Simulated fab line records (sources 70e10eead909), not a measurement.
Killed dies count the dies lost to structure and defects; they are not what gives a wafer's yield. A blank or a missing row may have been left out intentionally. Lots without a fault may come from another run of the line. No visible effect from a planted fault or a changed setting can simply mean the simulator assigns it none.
Chamber matching ; flow nand harc ; NHARC_A_STAIRCASE_DEP_301 on pecvd-03: 3 sister chambers
The step deposits SiON, target thk 30 nm. 3 wafers are shown with their chamber, then 7 later ones without.

WAFERS PAIRED WITH THEIR CHAMBERS
wafer;chamber;showerhead vpp V (V)
L858.6;2;1200
L859.4;0;1084
L859.5;1;1116

WAFERS WITH NO CHAMBER GIVEN
wafer;showerhead vpp V (V)
L859.6;1182
L860.1;1101
L860.2;1095
L860.5;1062
L862.1;1202
L862.4;1076
L862.6;1107

CHAMBER TAKEN BY EACH
wafer;from the rows above;in truth
L859.6;2;2
L860.1;can't be placed: 1 or 0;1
L860.2;can't be placed: 0 or 1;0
L860.5;0;0
L862.1;2;2
L862.4;0;0
L862.6;can't be placed: 1 or 0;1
Correctly placed: 4 of 7. From these rows, 3 cannot be placed; in 3 the true chamber is one of the candidates. 0 placed wrongly.
How it was worked out, from the rows above alone: a wafer's distance from a chamber is the root of the sum, over the readings, of the square of ((its reading less the chamber's mean) divided by the reading's scatter). The wafer belongs to the nearest chamber; if the next one is less than 2 further off, it can't be placed. A chamber's mean is the mean of its shown wafers. The scatter: root of mean squared gap, hidden wafer to nearest shown wafer, with one shown wafer a chamber.
